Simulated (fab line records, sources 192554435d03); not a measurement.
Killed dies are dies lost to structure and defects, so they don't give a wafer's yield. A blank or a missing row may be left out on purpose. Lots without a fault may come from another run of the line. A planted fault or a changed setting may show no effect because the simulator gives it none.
A struck lot beside a sound one | flow n5_finfet | 38 steps out of a route of 1938
Sound: wafers L322.4, L322.5, L322.6. Struck: wafers L323.1, L323.3, L323.6. The cause comes at the end.
At each step with rows: each side's tool, then ch and its chambers, then its first start. Under that, the readings that differ: sound wafers | struck wafers | difference of the means | sigmas: that difference in standard deviations of wafers without a fault.
alike: readings whose means differ by less than 2 such deviations, and words and numbers that are the same on both sides. not compared: withheld readings, readings that some wafer has no value for, bounds like >300 that may hide the same value, and numbers for which the record gives no deviation and whose values overlap.
The two part at a step that has a row with sigmas, a row that says differs or no value, or rows on one side only. Numbers that don't overlap but have no deviation are shown without sigmas and don't part them. A reading that every wafer of one side lacks parts them only if that side has two wafers or more.

first, 12 steps without rows for these wafers: N5_SD_EPI_P_STRIP_38 (strips in N2/H2); N5_SD_EPI_P_ETCHBACK_46 (etches SiNx in CH3F/O2, stops on SiO2, target depth 17.5 nm); N5_SD_EPI_P_ETCH_47 (etches SiOCN in CH3F/O2, target depth 25 nm); N5_SD_EPI_P_ETCH_16 (etches SiO2 in CHF3/O2, target depth 5 nm); N5_SD_EPI_P_STRIP_50 (strips in CHF3/O2); N5_SD_EPI_P_SD_RECESS_17 (chemistry HBr/Cl2/O2, target depth 39.1 nm, bt time 3 s); N5_SD_EPI_P_WET_ETCH_45 (etches SiO2 in dHF, time 10.7 s, target depth 2 nm, rinse time 30 s); N5_SD_EPI_P_STRIP_40 (strips in N2/H2); N5_SD_EPI_P_PRECLEAN_52 (cleans in O3/DIW, time 60 s); N5_SD_EPI_P_SRD_20 (time 30 s); N5_SD_EPI_P_PRECLEAN_51 (cleans in NF3:NH3, afs cycles 1, time 20 s, sublimation time 60 s); N5_SD_EPI_P_VAPOR_ETCH_44 (etches SiGe30 in NF3/Ar, time 3.3 s).
N5_SD_EPI_P_EPI_21: deposits SiGe:B, time 355 s.
  sound on epi_rpcvd-01 ch 0, day 4 10:39; struck on epi_rpcvd-03 ch 0, day 4 22:01
  reading                                     | sound          | struck         | difference | sigmas
  model.SiGe-B_of_SD_EPI_P_EPI_21.thk_nm (nm) | 61.4 61.8 61.2 | 54.8 54.8 54.8 | -6.7       |
  alike: chamber_pressure_Torr
N5_SD_EPI_P_EPI_MEAS_23:
  sound on film_metro-01, day 4 12:08; struck on film_metro-02, day 5 00:13
  reading     | sound          | struck         | difference | sigmas
  thk_nm (nm) | 61.8 62.3 62.8 | 54.6 54.2 57.2 | -7.0       | -6
then, 8 steps without rows for these wafers: N5_SD_EPI_P_HM_STRIP_48 (strips SiNx in H3PO4, material SiNx, target depth 3 nm); N5_SD_EPI_P_SRD_49 (time 30 s); N5_SD_EPI_P_PRECLEAN_24 (cleans in O3/DIW, time 45 s); N5_SD_EPI_P_PRECLEAN_32 (cleans in dHF, time 10 s); N5_SD_EPI_P_PRECLEAN_33 (cleans in SC2, time 45 s); N5_SD_EPI_P_SRD_25 (time 30 s); N5_SD_ACTIVATION_RTA_00 (time 0 s); N5_SD_ACTIVATION_LSA_01 (time 0.0008 s).
N5_SD_ACTIVATION_RS_MEAS_03: measures by four-point-probe.
  sound on film_metro-02, day 4 12:47; struck on film_metro-02, day 5 00:49
  reading          | sound          | struck         | difference | sigmas
  RS_SD_P (ohm/sq) | 55.5 54.6 55.5 | 62.8 63.3 62.0 | +7.5       | +7
  alike: RS_SD_N
then, 12 steps without rows for these wafers: N5_ILD0_LINER_00 (material SiNx, target thk 4 nm, pulse time 1 s, purge time 2 s); N5_ILD0_FCVD_FILL_01 (material SiO2 flowable, target thk 200 nm, time 328.3 s); N5_ILD0_CURE_02 (time 1800 s); N5_ILD0_CMP_03 (polishes, stops on SiNx, t overpolish 1.9 s, target thk 197.38 nm); N5_ILD0_CMP_07 (polishes SiO2 flowable, stops on poly-Si, t overpolish 1.18 s, target thk 138.88 nm); N5_ILD0_PRECLEAN_10 (cleans in NF3:NH3, afs cycles 5, time 20 s, sublimation time 60 s); N5_ILD0_ALD_15 (deposits SiNx, target thk 24 nm, pulse time 1 s, ald cycles 480); N5_ILD0_CMP_12 (polishes SiNx, stops on poly-Si, t overpolish 6 s, target thk 17.67 nm); N5_SDB_HM_DEP_00 (deposits SiNx from SiH4/NH3/N2, target thk 40 nm, time 35.3 s); N5_SDB_COAT_03 (time 60 s, resist thk 100 nm); N5_SDB_COAT_04 (time 60 s, resist thk 18 nm); N5_SDB_COAT_05 (resist thk 90 nm).
N5_MOL_CONTACT_COAG_ETCH_110: etches Si in CF4/O2, target depth 2.5 nm, time 8 s.
  sound on rie_diel-06 ch 0,1,2, day 5 18:32; struck on rie_diel-01 ch 0,2,3, day 6 08:06
  reading                                     | sound          | struck         | difference | sigmas
  model.SiGe-B_of_SD_EPI_P_EPI_21.thk_nm (nm) | 58.4 58.6 58.2 | 52.2 52.2 52.2 | -6.2       |
  alike: chamber_pressure_mTorr, drypump_motor_current_A, mfc_ar_sccm, oes_f_703_au, oes_product_au, rf_vpp_V, showerhead_plenum_p_Torr, throttle_valve_pct
  not compared: rf_hours_counter_h
-- the record jumps here: 4 days lie between the struck wafers' starts before and after (it left off in module MOL_CONTACT_COAG and takes up again in module BEOL_M4, whose first step shown is number 1111 of the route) --
N5_BEOL_M4_RC_MEAS_101:
  sound on prober-02 ch 0, day 9 15:13; struck on prober-02 ch 0, day 10 00:46
  reading          | sound          | struck         | difference | sigmas
  RS_SD_P (ohm/sq) | 64.1 64.2 64.5 | 74.0 73.1 73.1 | +9.1       | +8
  alike: DIBL_N, DIBL_P, IOFF_N, IOFF_P, ION_N, ION_P, SS_N, SS_P, VT_N, VT_P
-- the record jumps here: 4 days lie between the struck wafers' starts before and after (it left off in module BEOL_M4 and takes up again in module PASSIVATION, whose first step shown is number 1936 of the route) --
N5_PASSIVATION_PROBE_49:
  the record has rows for the struck wafers here (prober-01, day 14 08:52) and none for the sound ones

WHERE THEY PART
First at N5_SD_EPI_P_EPI_MEAS_23; last, within this record, at N5_PASSIVATION_PROBE_49.

WHY: what the simulator had put in
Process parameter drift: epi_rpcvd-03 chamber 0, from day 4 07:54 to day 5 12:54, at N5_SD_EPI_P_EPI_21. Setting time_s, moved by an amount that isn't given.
